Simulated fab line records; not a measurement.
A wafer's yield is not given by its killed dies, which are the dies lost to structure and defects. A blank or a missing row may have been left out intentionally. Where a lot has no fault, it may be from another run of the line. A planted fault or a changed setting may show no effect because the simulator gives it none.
fab line records :: flow n5-finfet
record
  lots=5
  wafers=12
  last-day=18
route steps=1938 shown BEOL_M3@1009 BEOL_M4@1021 PASSIVATION@1936
lots with no fault: from the same line, run without faults
start-h: hours from the record's first day to the start of the lot's first wafer shown :: wait-h: hours elapsed since this lot's preceding step :: " the same as in the row above :: L1.1+2: a row that stands for several wafers :: - no value present, or no start provided :: * or withheld: withheld :: < > ~ a bound
route shown NAME@n: a module of which the file shows steps, and the number in the route of the first :: usual: mean/standard deviation of fault-free wafers :: same: alike in all rows :: chamber/n: place in a boat :: sites: the reading at each site :: _std_site: their standard deviation :: _edge_site: the outer-site mean with the inner-site mean subtracted :: radius-mm: for every site, how far away it sits from the centre of the wafer :: mask NAME#n: copy n :: behind: tool/chamber where the wafer was last shaped :: hold: why the lot was held/for how many hours/how that ended :: device: the transistor (n, p or np) that didn't switch :: end of line: the same wafers' tests at the end of the route :: step lacking rows: just its recipe :: killed: at the first sort, the dies lost to defects and structure; wafer yield is something else :: map: the dies of a wafer, with x for killed, . for not killed, _ for no die there
set.NAME: the setting the step ran with; set.NAME@STEP: the setting that earlier step ran with :: model.NAME: the simulator's own value behind a step, which no gauge read
lots seen at some steps along the route; tables by step, rows by wafer
services: the hour from which a tool's chamber was out of use, counted from the record's first day as start-h (under 0 if before that day), plus the number of hours and why
## steps
# step N5_BEOL_M3_ANNEAL_95
# recipe
  temp-c=400
  time-s=240
  ambient=vacuum
# step N5_BEOL_M3_SPUTTER_96
# recipe
  material=Cu
  target-thk-a=45
  temp-c=-20
  chamber-pressure-pa=0.07
  power-w=withheld
  time-s=8.29
# step N5_BEOL_M3_ECD_50
# recipe
  material=Cu
  target-thk-a=3000
# step N5_BEOL_M3_ANNEAL_51
# recipe
  temp-c=225
  time-s=90
  ambient=N2
# step N5_BEOL_M3_CMP_52
# recipe
  stop-on=SiOC
  t-overpolish-s=6.8
  down-force-psi=1
  platen-rpm=50
  clearing-platen-down-force-psi=1.5
  clearing-platen-rpm=50
  post-cmp-clean=cu-alkaline
  target-thk-nm=40
  clearing-platen-pad-velocity-m-s=0.99484
  pad-velocity-m-s=0.99484
# step N5_BEOL_M3_PRE_CLEAN_60
# recipe
  gas=NH3/H2
  time-s=15
  temp-c=*
  rf-power-w=300
# step N5_BEOL_M3_CO_CAP_55
# recipe
  material=Co
  target-thk-a=20
  temp-c=200
  precursor=CCTBA/H2
  pressure-torr=30
  time-s=102.1
# step N5_BEOL_M3_PRE_CLEAN_56
# recipe
  gas=NH3
  time-s=15
  temp-c=withheld
  rf-power-w=300
# step N5_BEOL_M3_DEP_57
# recipe
  material=SiCN
  target-thk-a=80
  temp-c=withheld
  precursor=3MS/NH3
  pressure-torr=3
  rf-w=202
  time-s=14
# step N5_BEOL_M4_ILD_DEP_00
# recipe
  material=SiOC
  target-thk-a=790
  temp-c=350
  precursor=DEMS/O2
  pressure-torr=5
  rf-w=500
  time-s=15.3
# usual
  heater-power-w=471/50
  showerhead-plenum-p-Torr=5.700/0.015
  showerhead-vpp-V=1403/100
  throttle-valve-pct=12.1/0.76
lot.wafer: L756.1
tool: pecvd-03
chamber: 1
start-h: 226.29
wait-h: 0.0
heater-power-w: 501
showerhead-plenum-p-Torr: 5.718
showerhead-vpp-V: 1390
throttle-valve-pct: 11.5
model.SiOC_of_BEOL_M4_ILD_DEP_00.thk-nm: 79

lot.wafer: L756.2
tool: pecvd-03
chamber: 0
start-h: 226.29
wait-h: 0.0
heater-power-w: 448
showerhead-plenum-p-Torr: 5.696
showerhead-vpp-V: 1365
throttle-valve-pct: 11.9
model.SiOC_of_BEOL_M4_ILD_DEP_00.thk-nm: 76.2

lot.wafer: L756.5
tool: pecvd-03
chamber: 0
start-h: 226.29
wait-h: 0.0
heater-power-w: 452
showerhead-plenum-p-Torr: 5.695
showerhead-vpp-V: 1332
throttle-valve-pct: 11.7
model.SiOC_of_BEOL_M4_ILD_DEP_00.thk-nm: 78.8

lot.wafer: L764.1
tool: pecvd-03
chamber: 1
start-h: 261.45
wait-h: 0.0
heater-power-w: 502
showerhead-plenum-p-Torr: 5.713
showerhead-vpp-V: 1399
throttle-valve-pct: 11.8
model.SiOC_of_BEOL_M4_ILD_DEP_00.thk-nm: 68.6

lot.wafer: L764.3
tool: pecvd-03
chamber: 1
start-h: 261.45
wait-h: 0.0
heater-power-w: 505
showerhead-plenum-p-Torr: 5.718
showerhead-vpp-V: 1398
throttle-valve-pct: 11.6
model.SiOC_of_BEOL_M4_ILD_DEP_00.thk-nm: 69

lot.wafer: L765.2
tool: pecvd-03
chamber: 0
start-h: 273.92
wait-h: 0.0
heater-power-w: 534
showerhead-plenum-p-Torr: 5.691
showerhead-vpp-V: 1337
throttle-valve-pct: 12.0
model.SiOC_of_BEOL_M4_ILD_DEP_00.thk-nm: 77.2

lot.wafer: L765.3
tool: pecvd-03
chamber: 2
start-h: 273.92
wait-h: 0.0
heater-power-w: 465
showerhead-plenum-p-Torr: 5.680
showerhead-vpp-V: 1632
throttle-valve-pct: 11.2
model.SiOC_of_BEOL_M4_ILD_DEP_00.thk-nm: 68

lot.wafer: L767.1
tool: pecvd-03
chamber: 2
start-h: 289.83
wait-h: 0.0
heater-power-w: 518
showerhead-plenum-p-Torr: 5.677
showerhead-vpp-V: 1620
throttle-valve-pct: 11.6
model.SiOC_of_BEOL_M4_ILD_DEP_00.thk-nm: 68.8

lot.wafer: L767.6
tool: pecvd-03
chamber: 0
start-h: 289.83
wait-h: 0.0
heater-power-w: 544
showerhead-plenum-p-Torr: 5.680
showerhead-vpp-V: 1344
throttle-valve-pct: 12.2
model.SiOC_of_BEOL_M4_ILD_DEP_00.thk-nm: 78.2

lot.wafer: L769.3
tool: pecvd-01
chamber: 0
start-h: 308.66
wait-h: 0.0
heater-power-w: 538
showerhead-plenum-p-Torr: 5.697
showerhead-vpp-V: 1419
throttle-valve-pct: 11.8
model.SiOC_of_BEOL_M4_ILD_DEP_00.thk-nm: 77.2

lot.wafer: L769.5
tool: pecvd-01
chamber: 0
start-h: 308.66
wait-h: 0.0
heater-power-w: 542
showerhead-plenum-p-Torr: 5.708
showerhead-vpp-V: 1435
throttle-valve-pct: 11.8
model.SiOC_of_BEOL_M4_ILD_DEP_00.thk-nm: 79.6

lot.wafer: L769.6
tool: pecvd-01
chamber: 2
start-h: 308.66
wait-h: 0.0
heater-power-w: 470
showerhead-plenum-p-Torr: 5.709
showerhead-vpp-V: 1411
throttle-valve-pct: 11.6
model.SiOC_of_BEOL_M4_ILD_DEP_00.thk-nm: 79.2
# step N5_BEOL_M4_THK_MEAS_01
# recipe
  reads=SiOC_of_BEOL_M4_ILD_DEP_00
# usual
  M4_ILD_THK=78.7/1
lot.wafer: L756.1
tool: film-metro-01
chamber: -
start-h: 226.36
wait-h: 0.0
M4_ILD_THK[nm]: 78.9

lot.wafer: L756.2
tool: film-metro-01
chamber: -
start-h: 226.36
wait-h: 0.0
M4_ILD_THK[nm]: 76.2

lot.wafer: L756.5
tool: film-metro-01
chamber: -
start-h: 226.36
wait-h: 0.0
M4_ILD_THK[nm]: 78.8

lot.wafer: L764.1
tool: film-metro-02
chamber: -
start-h: 261.53
wait-h: 0.1
M4_ILD_THK[nm]: 68.6

lot.wafer: L764.3
tool: film-metro-02
chamber: -
start-h: 261.53
wait-h: 0.1
M4_ILD_THK[nm]: 69.0

lot.wafer: L765.2
tool: film-metro-01
chamber: -
start-h: 273.99
wait-h: 0.1
M4_ILD_THK[nm]: 77.2

lot.wafer: L765.3
tool: film-metro-01
chamber: -
start-h: 273.99
wait-h: 0.1
M4_ILD_THK[nm]: 68.0

lot.wafer: L767.1
tool: film-metro-01
chamber: -
start-h: 289.90
wait-h: 0.0
M4_ILD_THK[nm]: 68.7

lot.wafer: L767.6
tool: film-metro-01
chamber: -
start-h: 289.90
wait-h: 0.0
M4_ILD_THK[nm]: 78.1

lot.wafer: L769.3
tool: film-metro-01
chamber: -
start-h: 308.73
wait-h: 0.1
M4_ILD_THK[nm]: 77.1

lot.wafer: L769.5
tool: film-metro-01
chamber: -
start-h: 308.73
wait-h: 0.1
M4_ILD_THK[nm]: 79.7

lot.wafer: L769.6
tool: film-metro-01
chamber: -
start-h: 308.73
wait-h: 0.1
M4_ILD_THK[nm]: 79.2
# step N5_BEOL_M4_PECVD_72
# recipe
  material=SiO2
  target-thk-a=160
  temp-c=400
  precursor=TEOS/O2
  pressure-torr=5.5
  rf-w=450
  teos-flow-sccm=53.8
  gas=O2
  flow-sccm=3000
  time-s=18
# step N5_BEOL_M4_HM_DEP_02
# recipe
  material=TiN
  target-thk-a=200
  temp-c=25
  chamber-pressure-pa=0.49996
# step N5_BEOL_M4_COAT_61
# recipe
  resist=SOC
  temp-c=250
  time-s=60
  spin-rpm=1500
  resist-thk-nm=60
# step N5_BEOL_M4_COAT_62
# recipe
  resist=SiARC
  temp-c=220
  time-s=60
  spin-rpm=1500
  resist-thk-nm=12
# step N5_BEOL_M4_COAT_73
# recipe
  resist=underlayer
  temp-c=205
  time-s=60
  spin-rpm=1500
  resist-thk-nm=5
# step N5_BEOL_M4_COAT_05
# recipe
  resist=CAR-EUV
  spin-rpm=1500
  resist-thk-nm=30
# step N5_BEOL_M4_EBR_07
# recipe
  solvent=PGMEA
  ebr-width-mm=1.5
# step N5_BEOL_M4_SOFTBAKE_06
# recipe
  temp-c=110
  time-s=60
  resist=CAR-EUV
# step N5_BEOL_M4_EXPOSE_08
# recipe
  mask-id=M4
  na=0.33
  source-shape=dipole
  sigma-inner=0.369
  sigma-outer=0.767
  polarization=unpolarized
  dose-mj=41.25
# step N5_BEOL_M4_PEB_09
# recipe
  peb-temp-c=100
  peb-time-s=60
  resist=CAR-EUV
# step N5_BEOL_M4_DEVELOP_10
# recipe
  develop-time-s=30
  developer=TMAH
  resist=CAR-EUV
  rinse-liquid=surfactant-rinse
  dry=air-spin
  dev-temp-c=23
# step N5_BEOL_M4_DESCUM_16
# recipe
  chemistry=O2
  time-s=7
  source-power-w=50
  bias-power-w=20
  pressure-mtorr=20
  rf-frequency-hz=2.712e+07
  temp-c=40
  resist=CAR-EUV
  o2-flow-sccm=225
# step N5_BEOL_M4_ETCH_74
# recipe
  chemistry=N2/H2
  target=underlayer
  target-depth-a=65
  mask-material=CAR-EUV
  time-s=5.2
  ion-energy-ev=200
  pressure-mtorr=30
  source-w=840
  bias-w=150
  n2-flow-sccm=200
  h2-flow-sccm=200
  ends=cleared
# step N5_BEOL_M4_ETCH_63
# recipe
  chemistry=CF4
  target=SiARC
  target-depth-a=156
  mask-material=CAR-EUV
  time-s=26
  ion-energy-ev=80
  pressure-mtorr=40
  source-w=545
  bias-w=36
  Ar_flow_sccm=100
  cf4-flow-sccm=100
  ends=cleared
# step N5_BEOL_M4_ETCH_64
# recipe
  chemistry=N2/H2
  target=SOC
  target-depth-a=750
  overetch-a=225
  mask-material=SiARC
  temp-c=40
  time-s=121.9
  ion-energy-ev=200
  pressure-mtorr=30
  source-w=840
  bias-w=150
  n2-flow-sccm=200
  h2-flow-sccm=200
# step N5_BEOL_M4_STRIP_65
# recipe
  chemistry=N2/H2
  temp-c=40
  n2-flow-sccm=200
  h2-flow-sccm=200
  rf-frequency-hz=6e+07
# step N5_BEOL_M4_STRIP_75
# recipe
  chemistry=N2/H2
  temp-c=40
  n2-flow-sccm=200
  h2-flow-sccm=200
  rf-frequency-hz=6e+07
# step N5_BEOL_M4_STRIP_66
# recipe
  chemistry=CF4
  resist=SiARC
  power-w=300
  bias-power-w=75
  pressure-mtorr=50
  cf4-flow-sccm=150
  rf-frequency-hz=6e+07
# step N5_BEOL_M4_HM_OPEN_17
# recipe
  chemistry=Cl2/BCl3
  target-depth-a=200
  overetch-a=60
  target=TiN
  mask-material=SOC
  ion-energy-ev=150
  pressure-mtorr=10
  icp-w=1000
  bias-w=126
  Cl2_flow_sccm=53.25
  bcl3-flow-sccm=21.75
  Ar_flow_sccm=25
# step N5_BEOL_M4_STRIP_19
# recipe
  chemistry=O2
  power-w=400
  temp-c=40
  pressure-mtorr=30
  rf-frequency-hz=6e+07
  bias-power-w=0
  overash-fraction=0.2
  o2-flow-sccm=225
# step N5_BEOL_M4_COAT_67
# recipe
  resist=SOC
  temp-c=250
  time-s=60
  spin-rpm=1500
  resist-thk-nm=60
# step N5_BEOL_M4_COAT_68
# recipe
  resist=SiARC
  temp-c=220
  time-s=60
  spin-rpm=1500
  resist-thk-nm=12
# step N5_BEOL_M4_COAT_76
# recipe
  resist=underlayer
  temp-c=205
  time-s=60
  spin-rpm=1500
  resist-thk-nm=5
# step N5_BEOL_M4_COAT_22
# recipe
  resist=CAR-EUV
  spin-rpm=1500
  resist-thk-nm=30
# step N5_BEOL_M4_CMP_52
# recipe
  stop-on=SiOC
  t-overpolish-s=6.8
  down-force-psi=1
  platen-rpm=50
  clearing-platen-down-force-psi=1.5
  clearing-platen-rpm=50
  post-cmp-clean=cu-alkaline
  target-thk-nm=40
  clearing-platen-pad-velocity-m-s=0.99484
  pad-velocity-m-s=0.99484
# usual
  motor-current-A=5.8/0.75
lot.wafer: L756.1
tool: cmp-02
chamber: 2
start-h: 238.64
wait-h: 0.3
motor-current-A: 5.5
model.SiOC_of_BEOL_M4_ILD_DEP_00.thk-nm: 76

lot.wafer: L756.2
tool: cmp-02
chamber: 0
start-h: 238.64
wait-h: 0.3
motor-current-A: 6.1
model.SiOC_of_BEOL_M4_ILD_DEP_00.thk-nm: 73.2

lot.wafer: L756.5
tool: cmp-02
chamber: 2
start-h: 238.64
wait-h: 0.3
motor-current-A: 5.3
model.SiOC_of_BEOL_M4_ILD_DEP_00.thk-nm: 75.8

lot.wafer: L764.3
tool: cmp-02
chamber: 0
start-h: 270.80
wait-h: 0.2
motor-current-A: 6.0
model.SiOC_of_BEOL_M4_ILD_DEP_00.thk-nm: 66

lot.wafer: L764.1
tool: cmp-02
chamber: 1
start-h: 270.80
wait-h: 0.2
motor-current-A: 5.0
model.SiOC_of_BEOL_M4_ILD_DEP_00.thk-nm: 65.6

lot.wafer: L765.2
tool: cmp-03
chamber: 0
start-h: 285.23
wait-h: 0.2
motor-current-A: 4.9
model.SiOC_of_BEOL_M4_ILD_DEP_00.thk-nm: 74.2

lot.wafer: L765.3
tool: cmp-03
chamber: 1
start-h: 285.23
wait-h: 0.2
motor-current-A: 7.3
model.SiOC_of_BEOL_M4_ILD_DEP_00.thk-nm: 65

lot.wafer: L767.1
tool: cmp-02
chamber: 3
start-h: 299.87
wait-h: 0.4
motor-current-A: 6.9
model.SiOC_of_BEOL_M4_ILD_DEP_00.thk-nm: 65.8

lot.wafer: L767.6
tool: cmp-02
chamber: 1
start-h: 299.87
wait-h: 0.4
motor-current-A: 5.2
model.SiOC_of_BEOL_M4_ILD_DEP_00.thk-nm: 75.2

lot.wafer: L769.3
tool: cmp-02
chamber: 2
start-h: 320.38
wait-h: 0.2
motor-current-A: 5.4
model.SiOC_of_BEOL_M4_ILD_DEP_00.thk-nm: 74.2

lot.wafer: L769.5
tool: cmp-02
chamber: 2
start-h: 320.38
wait-h: 0.2
motor-current-A: 5.2
model.SiOC_of_BEOL_M4_ILD_DEP_00.thk-nm: 76.6

lot.wafer: L769.6
tool: cmp-02
chamber: 3
start-h: 320.38
wait-h: 0.2
motor-current-A: 6.6
model.SiOC_of_BEOL_M4_ILD_DEP_00.thk-nm: 76.2
# step N5_BEOL_M4_RC_MEAS_101
# usual
  DIBL_N=35.8/1.5
  DIBL_P=35.9/1.8
  IOFF_N=0.152/0.025
  IOFF_P=0.21/0.031
  ION_N=672/11
  ION_P=462/7.4
  SS_N=71.5/0.52
  SS_P=73.2/0.54
  VT_N=250/3
  VT_P=-250/3.3
lot.wafer: L756.1
tool: prober-01
chamber: 0
start-h: 239.21
wait-h: 0.0
DIBL_N[mV/V]: 37.3
DIBL_P[mV/V]: 34.8
IOFF_N[nA/um]: 0.157
IOFF_P[nA/um]: 0.20
ION_N[uA/um]: 658
ION_P[uA/um]: 452
SS_N[mV/dec]: 71.4
SS_P[mV/dec]: 73.3
VT_N[mV]: 251
VT_P[mV]: -253

lot.wafer: L756.2
tool: prober-01
chamber: 0
start-h: 239.21
wait-h: 0.0
DIBL_N[mV/V]: 37.0
DIBL_P[mV/V]: 34.5
IOFF_N[nA/um]: 0.139
IOFF_P[nA/um]: 0.20
ION_N[uA/um]: 677
ION_P[uA/um]: 461
SS_N[mV/dec]: 71.0
SS_P[mV/dec]: 74.2
VT_N[mV]: 253
VT_P[mV]: -250

lot.wafer: L756.5
tool: prober-01
chamber: 0
start-h: 239.21
wait-h: 0.0
DIBL_N[mV/V]: 36.4
DIBL_P[mV/V]: 33.4
IOFF_N[nA/um]: 0.132
IOFF_P[nA/um]: 0.18
ION_N[uA/um]: 666
ION_P[uA/um]: 457
SS_N[mV/dec]: 71.2
SS_P[mV/dec]: 73.0
VT_N[mV]: 252
VT_P[mV]: -254

lot.wafer: L764.1
tool: prober-02
chamber: 0
start-h: 271.44
wait-h: 0.0
DIBL_N[mV/V]: 32.3
DIBL_P[mV/V]: 33.9
IOFF_N[nA/um]: 0.127
IOFF_P[nA/um]: 0.18
ION_N[uA/um]: 663
ION_P[uA/um]: 456
SS_N[mV/dec]: 71.3
SS_P[mV/dec]: 71.4
VT_N[mV]: 252
VT_P[mV]: -251

lot.wafer: L764.3
tool: prober-02
chamber: 0
start-h: 271.44
wait-h: 0.0
DIBL_N[mV/V]: 33.5
DIBL_P[mV/V]: 34.7
IOFF_N[nA/um]: 0.147
IOFF_P[nA/um]: 0.20
ION_N[uA/um]: 671
ION_P[uA/um]: 459
SS_N[mV/dec]: 71.0
SS_P[mV/dec]: 72.7
VT_N[mV]: 249
VT_P[mV]: -250

lot.wafer: L765.2
tool: prober-02
chamber: 0
start-h: 285.99
wait-h: 0.2
DIBL_N[mV/V]: 34.3
DIBL_P[mV/V]: 35.6
IOFF_N[nA/um]: 0.129
IOFF_P[nA/um]: 0.20
ION_N[uA/um]: 669
ION_P[uA/um]: 464
SS_N[mV/dec]: 71.0
SS_P[mV/dec]: 73.1
VT_N[mV]: 256
VT_P[mV]: -252

lot.wafer: L765.3
tool: prober-02
chamber: 0
start-h: 285.99
wait-h: 0.2
DIBL_N[mV/V]: 34.3
DIBL_P[mV/V]: 36.2
IOFF_N[nA/um]: 0.141
IOFF_P[nA/um]: 0.21
ION_N[uA/um]: 676
ION_P[uA/um]: 466
SS_N[mV/dec]: 70.4
SS_P[mV/dec]: 73.1
VT_N[mV]: 252
VT_P[mV]: -253

lot.wafer: L767.1
tool: prober-02
chamber: 0
start-h: 300.36
wait-h: 0.0
DIBL_N[mV/V]: 34.1
DIBL_P[mV/V]: 34.8
IOFF_N[nA/um]: 0.141
IOFF_P[nA/um]: 0.20
ION_N[uA/um]: 655
ION_P[uA/um]: 454
SS_N[mV/dec]: 71.6
SS_P[mV/dec]: 73.6
VT_N[mV]: 250
VT_P[mV]: -249

lot.wafer: L767.6
tool: prober-02
chamber: 0
start-h: 300.36
wait-h: 0.0
DIBL_N[mV/V]: 34.5
DIBL_P[mV/V]: 34.7
IOFF_N[nA/um]: 0.145
IOFF_P[nA/um]: 0.20
ION_N[uA/um]: 653
ION_P[uA/um]: 455
SS_N[mV/dec]: 71.4
SS_P[mV/dec]: 73.2
VT_N[mV]: 254
VT_P[mV]: -252

lot.wafer: L769.3
tool: prober-02
chamber: 0
start-h: 321.31
wait-h: 0.3
DIBL_N[mV/V]: 33.7
DIBL_P[mV/V]: 33.5
IOFF_N[nA/um]: 0.125
IOFF_P[nA/um]: 0.17
ION_N[uA/um]: 660
ION_P[uA/um]: 456
SS_N[mV/dec]: 71.3
SS_P[mV/dec]: 72.7
VT_N[mV]: 253
VT_P[mV]: -253

lot.wafer: L769.5
tool: prober-02
chamber: 0
start-h: 321.31
wait-h: 0.3
DIBL_N[mV/V]: 36.9
DIBL_P[mV/V]: 36.4
IOFF_N[nA/um]: 0.165
IOFF_P[nA/um]: 0.21
ION_N[uA/um]: 670
ION_P[uA/um]: 455
SS_N[mV/dec]: 72.2
SS_P[mV/dec]: 72.7
VT_N[mV]: 251
VT_P[mV]: -251

lot.wafer: L769.6
tool: prober-02
chamber: 0
start-h: 321.31
wait-h: 0.3
DIBL_N[mV/V]: 32.6
DIBL_P[mV/V]: 32.1
IOFF_N[nA/um]: 0.106
IOFF_P[nA/um]: 0.16
ION_N[uA/um]: 652
ION_P[uA/um]: 455
SS_N[mV/dec]: 71.2
SS_P[mV/dec]: 72.3
VT_N[mV]: 255
VT_P[mV]: -255
# step N5_PASSIVATION_PROBE_49
# usual
  defect-limited-yield=91.7/1.7
  killed_at_M0_to_M3=34/10
  killed_at_M4_up=13/5.1
  killed-at-contacts=12/6.2
  killed-at-front-end=36/12
  killed-at-other=3.2/2.6
  killed-dies=98/20
  killed-open=65/13
  killed-short=32/8.4
  sort_bin_5_function=4.8/1.1
  sort_bin_6_memory=3.2/0.74
  sort_bin_8_speed=0.00/0.012
  sort-n-pass=1082/20
  sort-yield-pct=91.7/1.7
# same
  gross-dies=1180
  killed-at-back-side=0
  sort_bin_4_leakage[%]=0
lot.wafer: L756.1
tool: prober-02
chamber: -
start-h: 345.14
wait-h: 0.0
defect-limited-yield[%]: 90.9
killed_at_M0_to_M3: 37
killed_at_M4_up: 12
killed-at-contacts: 22
killed-at-front-end: 32
killed-at-other: 4
killed-dies: 107
killed-open: 80
killed-short: 27
sort_bin_5_function[%]: 5.8
sort_bin_6_memory[%]: 3.1
sort_bin_8_speed[%]: 0
sort-n-pass: 1073
sort-yield-pct[%]: 90.9

lot.wafer: L756.2
tool: prober-02
chamber: -
start-h: 345.19
wait-h: 0.1
defect-limited-yield[%]: 86.7
killed_at_M0_to_M3: 59
killed_at_M4_up: 21
killed-at-contacts: 24
killed-at-front-end: 46
killed-at-other: 7
killed-dies: 157
killed-open: 104
killed-short: 52
sort_bin_5_function[%]: 7.7
sort_bin_6_memory[%]: 5.3
sort_bin_8_speed[%]: 0
sort-n-pass: 1023
sort-yield-pct[%]: 86.7

lot.wafer: L756.5
tool: prober-02
chamber: -
start-h: 345.34
wait-h: 0.2
defect-limited-yield[%]: 91.8
killed_at_M0_to_M3: 36
killed_at_M4_up: 15
killed-at-contacts: 20
killed-at-front-end: 18
killed-at-other: 8
killed-dies: 97
killed-open: 69
killed-short: 28
sort_bin_5_function[%]: 4.8
sort_bin_6_memory[%]: 3.0
sort_bin_8_speed[%]: 0
sort-n-pass: 1083
sort-yield-pct[%]: 91.8
# killed by level:class
L756.1 MOL_CONTACT_COAG:geometric-particle:open=18 BEOL_M0_SAQP:geometric-particle:open=9 BEOL_M1:geometric-particle:open=9 BEOL_M0_SAQP:geometric-particle:short=8 FIN_SAQP:geometric-particle:open=7 STARTING-WAFER:geometric-particle:open=7 BEOL_M4:geometric-particle:open=7 STI_FIN_REVEAL:geometric-particle:open=4
L756.2 MOL_CONTACT_COAG:geometric-particle:open=18 FIN_SAQP:geometric-particle:short=14 FIN_SAQP:geometric-particle:open=14 BEOL_M1:geometric-particle:open=13 BEOL_M2:geometric-particle:open=13 BEOL_M4:geometric-particle:open=11 BEOL_M0_SAQP:geometric-particle:short=9 BEOL_M0_SAQP:geometric-particle:open=9
L756.5 MOL_CONTACT_COAG:geometric-particle:open=16 BEOL_M0_SAQP:geometric-particle:open=7 BEOL_M1:geometric-particle:open=7 BEOL_M2:geometric-particle:open=6 BEOL_M4:geometric-particle:open=6 FIN_SAQP:geometric-particle:short=5 FIN_SAQP:geometric-particle:open=5 DUMMY_GATE:geometric-particle:open=5
## services
tool: pecvd-01
chamber: 0
start-h: 207.72
hours: 6.4
kind: repair

tool: pecvd-01
chamber: 2
start-h: 220.22
hours: -
kind: clean

tool: pecvd-01
chamber: 2
start-h: 220.22
hours: -
kind: consumable-replace:showerhead

tool: pecvd-01
chamber: 2
start-h: 220.22
hours: 29.0
kind: scheduled-down

tool: pecvd-01
chamber: 2
start-h: 220.22
hours: 29.0
kind: vent-cycle

tool: cmp-02
chamber: -
start-h: 223.08
hours: 0.3
kind: repair

tool: pecvd-03
chamber: 0
start-h: 258.06
hours: 5.5
kind: scheduled-down

tool: cmp-03
chamber: -
start-h: 310.81
hours: 1.6
kind: repair

tool: cmp-02
chamber: -
start-h: 311.44
hours: 6.1
kind: pm

tool: cmp-03
chamber: -
start-h: 316.38
hours: 4.0
kind: pm

tool: cmp-03
chamber: -
start-h: 320.38
hours: -
kind: consumable-replace:conditioner

tool: cmp-03
chamber: -
start-h: 320.38
hours: -
kind: consumable-replace:pad
## key
first-sign
  step=N5_BEOL_M4_THK_MEAS_01
  reading=M4_ILD_THK
  direction=down
  sigmas=9.8
  usual=78.7
  struck=68.6
effect none on later readings
model-effect
  step=N5_BEOL_M4_ILD_DEP_00
  value=SiOC_of_BEOL_M4_ILD_DEP_00.thk-nm
  without=78.8
  struck=68.6
model-effect
  step=N5_BEOL_M4_CMP_52
  value=SiOC_of_BEOL_M4_ILD_DEP_00.thk-nm
  without=75.8
  struck=65.6
met-at N5_BEOL_M4_ILD_DEP_00
struck-wafers L764.1,L764.3,L765.3,L767.1
onset-between 226.29 261.45
fault
  kind=process-parameter-drift
  tool=pecvd-03
  chamber=-
  onset-h=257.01
  steps=N5_BEOL_M4_ILD_DEP_00
  channel=target-thk-a
  offset=*
  shape=step
  end-h=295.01
  scope=struck-wafers-only
  acts-in=*
  stated=*
